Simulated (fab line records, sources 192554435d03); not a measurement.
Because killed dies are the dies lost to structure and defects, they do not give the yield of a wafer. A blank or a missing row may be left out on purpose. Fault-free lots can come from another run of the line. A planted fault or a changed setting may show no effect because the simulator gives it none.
fab line records -- flow n5-finfet
record: lots: 10, wafers: 27, last-day: 18
route steps=1938 shown BEOL_M2@924 BEOL_M3@953 BEOL_M4@1111
lots with no fault: from the same line, run without faults
start-h: hours from the record's first day to the start of the lot's first wafer shown -- wait-h: hours since the lot's step before -- " same as the row above -- L1.1+2: one row covering several wafers at once -- - no value present, or no start provided -- * or withheld: withheld -- < > ~ a bound
route shown NAME@n: a module of which the file shows steps, and the number in the route of the first -- usual: mean/standard deviation taken from wafers without a fault -- same: alike in all rows -- chamber/n: place in a boat -- sites: each site's reading -- _std_site: standard deviation of those values -- _edge_site: the outer-site mean with the inner-site mean subtracted -- radius-mm: how far each site lies from the wafer's centre -- mask NAME#n: copy n -- behind: the most recent tool/chamber to have shaped the wafer -- hold: why the lot went on hold/how many hours it stayed there/how the hold came to an end -- device: whichever transistor did not switch (one of n, p or np) -- end of line: the tests these same wafers got at the end of their route -- for a step that has no rows: nothing shown but its recipe -- killed: at the first sort, the dies lost to defects and structure; wafer yield is something else -- map: a wafer's dies, marking killed ones x, the rest . and places with no die _
set.NAME: the setting that was run; set.NAME@STEP: the one run at that earlier step -- model.NAME: the simulator's own value behind a step, which no gauge read
steps of the route over a sample of lots; a table a step, a row a wafer
services: from which hour (start-h, from the record's first day; less than 0 if before it) a tool's chamber was out of use, for how many hours, and why
== steps ==
step: N5_BEOL_M2_THK_MEAS_53
recipe: thk-meas-gauge: xrf, reads: Cu_of_BEOL_M2_ECD_50
usual: M2_THK: 39.6/2
lot.wafer,tool,chamber,start-h,wait-h,M2_THK[nm]
L991.2,film-metro-01,-,150.70,-,40.5
L991.3,film-metro-01,-,150.70,-,38.7
L991.5,film-metro-01,-,150.70,-,38.5
L995.1,film-metro-02,-,170.85,-,36.6
L995.4,film-metro-02,-,170.85,-,41.5
L997.1,film-metro-02,-,177.87,-,40.5
L997.6,film-metro-02,-,177.87,-,41.3
L100.2,film-metro-02,-,198.81,-,40.9
L100.3,film-metro-02,-,198.81,-,37.3
L100.4,film-metro-02,-,198.81,-,43.0
L103.1,film-metro-02,-,219.42,-,40.8
L103.6,film-metro-02,-,219.42,-,39.4
L104.3,film-metro-01,-,229.41,-,38.2
L104.4,film-metro-01,-,229.41,-,40.1
L104.6,film-metro-01,-,229.41,-,40.3
L106.1,film-metro-01,-,243.23,-,40.4
L106.2,film-metro-01,-,243.23,-,37.7
L106.6,film-metro-01,-,243.23,-,42.3
L111.1,film-metro-01,-,283.10,-,41.1
L111.3,film-metro-01,-,283.10,-,37.2
L111.5,film-metro-01,-,283.10,-,38.8
L112.4,film-metro-02,-,284.80,-,38.3
L112.5,film-metro-02,-,284.80,-,42.4
L112.6,film-metro-02,-,284.80,-,41.9
L113.3,film-metro-02,-,286.64,-,41.2
L113.5,film-metro-02,-,286.64,-,40.3
L113.6,film-metro-02,-,286.64,-,41.9
step: N5_BEOL_M2_CO_CAP_55
recipe: material: Co, target-thk-a: 20, temp-c: 200, precursor: CCTBA/H2, pressure-torr: 30, time-s: 102.1
usual: heater-power-outer-w: 130/12, heater-power-w: 239/9.4, susceptor-temp-C: 199.99/0.17
lot.wafer,tool,chamber,start-h,wait-h,heater-power-outer-w,heater-power-w,susceptor-temp-C
L991.2,cvd-co-01,2,150.77,0.0,123,229,200.08
L991.3,cvd-co-01,0,150.77,0.0,138,242,199.78
L991.5,cvd-co-01,2,150.77,0.0,120,226,200.38
L995.1,cvd-co-01,1,170.93,0.0,122,238,199.80
L995.4,cvd-co-01,0,170.93,0.0,135,241,199.99
L997.1,cvd-co-02,1,177.95,0.0,130,239,199.96
L997.6,cvd-co-02,1,177.95,0.0,127,235,199.72
L100.2,cvd-co-01,2,198.92,0.0,123,233,199.99
L100.3,cvd-co-01,1,198.92,0.0,120,233,199.86
L100.4,cvd-co-01,1,198.92,0.0,122,234,199.92
L103.1,cvd-co-02,1,219.50,0.0,130,230,200.26
L103.6,cvd-co-02,2,219.50,0.0,157,257,199.99
L104.3,cvd-co-01,0,229.48,0.0,136,244,199.67
L104.4,cvd-co-01,0,229.48,0.0,136,247,199.92
L104.6,cvd-co-01,1,229.48,0.0,121,228,199.94
L106.1,cvd-co-01,0,243.34,0.0,132,240,200.10
L106.2,cvd-co-01,1,243.34,0.0,120,232,200.12
L106.6,cvd-co-01,0,243.34,0.0,133,248,200.36
L111.1,cvd-co-02,2,283.17,0.0,154,262,199.80
L111.3,cvd-co-02,1,283.17,0.0,129,230,199.75
L111.5,cvd-co-02,1,283.17,0.0,129,234,200.27
L112.4,cvd-co-02,2,284.91,0.0,156,248,199.97
L112.5,cvd-co-02,1,284.91,0.0,130,234,200.13
L112.6,cvd-co-02,0,284.91,0.0,117,235,199.93
L113.3,cvd-co-02,1,286.81,0.0,128,240,199.94
L113.5,cvd-co-02,0,286.81,0.0,118,241,200.10
L113.6,cvd-co-02,1,286.81,0.0,132,240,199.83
step: N5_BEOL_M3_STRIP_66
recipe: chemistry: CF4, resist: SiARC, power-w: 300, bias-power-w: 75, pressure-mtorr: 50, cf4-flow-sccm: 150, rf-frequency-hz: 6e+07
usual: drypump-motor-current-A: 5.8/0.32, oes-product-au: 0.78/0.079, rf-fwd-power-W: 292.6/0.87, rf-vpp-V: 270.7/1.4, showerhead-plenum-p-Torr: 1.78/0.058, throttle-valve-pct: 13.66/0.2
lot.wafer,tool,chamber,start-h,wait-h,drypump-motor-current-A,oes-product-au,rf-fwd-power-W,rf-hours-counter-h,rf-vpp-V,showerhead-plenum-p-Torr,throttle-valve-pct
L991.2,rie-diel-05,2,152.16,0.0,5.3,0.72,293.1,186,271.6,1.79,13.74
L991.3,rie-diel-05,0,152.16,0.0,5.5,0.97,291.6,5,271.7,1.84,13.71
L991.5,rie-diel-05,1,152.16,0.0,5.8,0.75,292.6,-,273.3,1.89,13.66
L995.1,rie-diel-05,2,172.67,0.0,5.3,0.73,292.4,191,270.9,1.79,13.75
L995.4,rie-diel-05,1,172.67,0.0,5.8,0.75,294.0,156,271.3,1.89,13.68
L997.1,rie-diel-05,0,180.51,0.0,5.5,0.94,293.9,13,272.6,1.84,13.75
L997.6,rie-diel-05,2,180.51,0.0,5.3,0.72,292.6,-,270.7,1.79,13.76
L100.2,rie-diel-06,1,200.69,0.0,5.6,0.74,292.9,173,269.2,1.74,13.75
L100.3,rie-diel-06,3,200.69,0.0,5.8,0.75,291.7,141,269.6,1.73,13.54
L100.4,rie-diel-06,1,200.69,0.0,5.6,0.75,292.7,-,268.5,1.74,13.75
L103.1,rie-diel-03,0,221.76,0.0,6.4,0.89,292.7,23,269.7,1.75,13.32
L103.6,rie-diel-03,0,221.76,0.0,6.4,0.87,292.5,-,268.8,1.75,13.32
L104.3,rie-diel-05,2,231.42,0.0,5.3,0.71,293.0,209,270.2,1.78,13.80
L104.4,rie-diel-05,0,231.42,0.0,5.5,0.91,292.5,31,272.7,1.83,13.77
L104.6,rie-diel-05,1,231.42,0.0,5.8,0.72,293.5,-,273.5,1.88,13.71
L106.1,rie-diel-03,0,247.50,0.0,6.4,0.88,294.0,31,270.6,1.75,13.33
L106.2,rie-diel-03,2,247.50,0.0,6.1,0.67,291.3,222,270.4,1.70,13.60
L106.6,rie-diel-03,2,247.50,0.0,6.1,0.67,291.6,-,268.5,1.70,13.63
L111.1,rie-diel-03,3,285.27,0.0,5.7,0.73,294.2,201,272.0,1.73,13.99
L111.3,rie-diel-03,1,285.27,0.0,6.0,0.74,293.8,174,270.9,1.81,13.81
L111.5,rie-diel-03,1,285.27,0.0,5.9,0.73,292.1,-,270.3,1.81,13.79
L112.4,rie-diel-03,1,286.75,0.0,6.0,0.74,292.9,174,270.6,1.81,13.80
L112.5,rie-diel-03,0,286.75,0.0,6.4,0.85,293.7,-,270.2,1.75,13.37
L112.6,rie-diel-03,3,286.75,0.0,5.7,0.73,292.6,-,268.4,1.73,13.97
L113.3,rie-diel-03,0,290.22,0.0,6.4,0.85,291.7,45,271.8,1.74,13.37
L113.5,rie-diel-03,3,290.22,0.0,5.7,0.74,291.4,-,269.6,1.73,13.97
L113.6,rie-diel-03,2,290.22,0.0,6.1,0.67,291.9,-,270.1,1.69,13.66
step: N5_BEOL_M3_COAT_68
recipe: resist: SiARC, temp-c: 220, time-s: 60, spin-rpm: 1500, resist-thk-nm: 12
usual: dispense-pressure-kPa: 53/4.3, spin-speed-rpm: 1500.1/1
lot.wafer,tool,chamber,start-h,wait-h,dispense-pressure-kPa,spin-speed-rpm
L991.2,litho-track-02,0,152.43,-,48,1501.5
L991.3,litho-track-02,0,152.43,-,48,1500.6
L991.5,litho-track-02,0,152.43,-,48,1500.8
L995.1,litho-track-04,0,172.93,-,57,1499.9
L995.4,litho-track-04,0,172.93,-,57,1499.5
L997.1,litho-track-01,0,180.77,-,57,1498.9
L997.6,litho-track-01,0,180.77,-,57,1501.9
L100.2,litho-track-02,0,201.02,-,48,1500.3
L100.3,litho-track-02,0,201.02,-,48,1501.1
L100.4,litho-track-02,0,201.02,-,48,1500.3
L103.1,litho-track-02,0,222.03,-,48,1498.4
L103.6,litho-track-02,0,222.03,-,48,1500.4
L104.3,litho-track-04,0,231.77,-,57,1498.7
L104.4,litho-track-04,0,231.77,-,57,1499.0
L104.6,litho-track-04,0,231.77,-,57,1500.3
L106.1,litho-track-01,0,247.77,-,57,1502.0
L106.2,litho-track-01,0,247.77,-,57,1501.7
L106.6,litho-track-01,0,247.77,-,57,1501.7
L111.1,litho-track-02,0,285.53,-,48,1768.9
L111.3,litho-track-02,0,285.53,-,48,1769.7
L111.5,litho-track-02,0,285.53,-,48,1772.1
L112.4,litho-track-02,0,287.01,-,48,1769.9
L112.5,litho-track-02,0,287.01,-,48,1770.0
L112.6,litho-track-02,0,287.01,-,48,1770.5
L113.3,litho-track-04,0,290.68,-,57,1499.5
L113.5,litho-track-04,0,290.68,-,57,1499.0
L113.6,litho-track-04,0,290.68,-,57,1500.7
step: N5_BEOL_M4_RC_MEAS_101
usual: DIBL_N: 35.8/2.2, DIBL_P: 35.3/2.7, IOFF_N: 0.16/0.043, IOFF_P: 0.21/0.043, ION_N: 676/15, ION_P: 463/9.1, SS_N: 71.4/0.77, SS_P: 73.0/0.79, VT_N: 250/4, VT_P: -249.8/2.8
lot.wafer,tool,chamber,start-h,wait-h,DIBL_N[mV/V],DIBL_P[mV/V],IOFF_N[nA/um],IOFF_P[nA/um],ION_N[uA/um],ION_P[uA/um],SS_N[mV/dec],SS_P[mV/dec],VT_N[mV],VT_P[mV]
L991.2,prober-02,0,176.18,0.2,37.7,39.0,0.19,0.24,689,474,70.9,72.4,242,-246.0
L991.3,prober-02,0,176.18,0.2,40.3,41.7,0.25,0.30,708,481,71.5,73.9,240,-244.5
L991.5,prober-02,0,176.18,0.2,35.7,37.3,0.17,0.22,694,478,70.7,72.3,244,-247.6
L995.1,prober-02,0,197.47,0.0,35.9,35.7,0.13,0.19,645,447,71.4,73.9,255,-252.4
L995.4,prober-02,0,197.47,0.0,38.0,37.9,0.19,0.22,697,470,71.5,74.1,246,-249.1
L997.1,prober-01,0,212.31,0.0,35.9,37.5,0.16,0.20,672,460,71.6,73.0,249,-250.0
L997.6,prober-01,0,212.31,0.0,36.5,38.6,0.16,0.23,661,454,71.9,73.5,250,-248.3
L100.2,prober-02,0,228.23,0.2,35.8,33.7,0.16,0.19,682,468,70.4,72.5,247,-248.5
L100.3,prober-02,0,228.23,0.2,37.3,35.3,0.17,0.20,685,466,71.9,74.0,248,-251.6
L100.4,prober-02,0,228.23,0.2,34.9,34.2,0.14,0.19,674,469,71.3,73.3,250,-251.7
L103.1,prober-01,0,247.59,0.0,36.4,36.0,0.16,0.19,690,464,70.8,73.7,249,-250.6
L103.6,prober-01,0,247.59,0.0,38.4,38.3,0.21,0.23,670,450,72.7,73.3,245,-248.7
L104.3,prober-01,0,262.66,0.3,40.6,39.8,0.27,0.30,704,478,72.7,75.1,240,-246.0
L104.4,prober-01,0,262.66,0.3,32.5,31.5,0.11,0.16,668,460,70.4,72.3,253,-252.3
L104.6,prober-01,0,262.66,0.3,39.4,38.9,0.24,0.28,703,475,71.9,74.9,244,-246.3
L106.1,prober-01,0,265.80,0.0,39.1,39.6,0.22,0.26,688,468,71.5,74.2,245,-250.3
L106.2,prober-01,0,265.80,0.0,34.7,33.9,0.14,0.19,677,466,71.0,72.7,251,-252.1
L106.6,prober-01,0,265.80,0.0,33.8,33.5,0.14,0.17,689,465,70.9,73.3,251,-254.2
L111.1,prober-01,0,309.86,0.0,34.8,32.2,0.11,0.18,671,458,71.5,72.6,254,-251.6
L111.3,prober-01,0,309.86,0.0,34.6,30.8,0.10,0.16,649,457,71.3,72.3,258,-251.8
L111.5,prober-01,0,309.86,0.0,37.2,34.4,0.14,0.21,669,468,71.7,73.1,252,-248.4
L112.4,prober-02,0,310.06,0.5,33.6,33.1,0.12,0.17,673,463,70.5,72.1,251,-255.0
L112.5,prober-02,0,310.06,0.5,34.4,32.8,0.14,0.16,679,453,71.0,72.0,252,-253.8
L112.6,prober-02,0,310.06,0.5,37.1,36.3,0.17,0.21,673,449,72.3,73.5,250,-249.5
L113.3,prober-01,0,314.68,0.3,35.3,33.6,0.14,0.21,667,466,71.1,72.9,249,-250.5
L113.5,prober-01,0,314.68,0.3,35.0,31.5,0.12,0.16,660,459,71.0,72.0,254,-252.2
L113.6,prober-01,0,314.68,0.3,35.3,33.0,0.14,0.18,682,466,71.3,72.1,251,-250.8
== services ==
tool,chamber,start-h,hours,kind
litho-track-04,-,144.97,-,consumable-replace:filter
rie-diel-03,1,154.43,5.8,repair
rie-diel-06,3,165.87,11.5,repair
cvd-co-02,-,173.05,4.3,pm
rie-diel-06,2,182.28,6.3,repair
rie-diel-06,2,188.79,-,clean
rie-diel-06,2,188.79,-,consumable-replace:focus-ring
rie-diel-06,2,188.79,-,consumable-replace:showerhead
rie-diel-06,2,188.79,20.9,scheduled-down
rie-diel-06,2,188.79,20.9,vent-cycle
rie-diel-03,3,204.13,13.8,repair
rie-diel-06,-,216.83,4.3,pm
rie-diel-05,3,228.51,2.4,repair
rie-diel-06,2,235.86,5.7,repair
cvd-co-02,0,237.44,6.6,repair
cvd-co-01,-,243.87,2.8,pm
rie-diel-05,-,249.68,4.3,pm
cvd-co-02,-,252.23,6.9,pm
cvd-co-01,-,263.04,0.3,repair
cvd-co-01,2,267.80,8.3,repair
litho-track-01,-,268.00,-,consumable-replace:filter
litho-track-04,-,287.22,-,consumable-replace:filter
cvd-co-02,2,288.59,3.8,repair
cvd-co-01,-,289.21,1.1,repair
== key ==
first-sign: step: N5_BEOL_M3_COAT_68, reading: spin-speed-rpm, direction: up, sigmas: 99+, usual: *, struck: *
effect none on later readings
met-at N5_BEOL_M3_COAT_68
struck-lots L111,L112
not-acting-at N5_BEOL_M2_THK_MEAS_53,N5_BEOL_M2_CO_CAP_55,N5_BEOL_M3_STRIP_66
onset-between 222.03 285.53
fault: kind: process-parameter-drift, tool: litho-track-02, chamber: -, onset-h: 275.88, steps: N5_BEOL_M3_COAT_68, channel: spin-rpm, offset: *, shape: step, end-h: 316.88, acts-in: *, stated: *
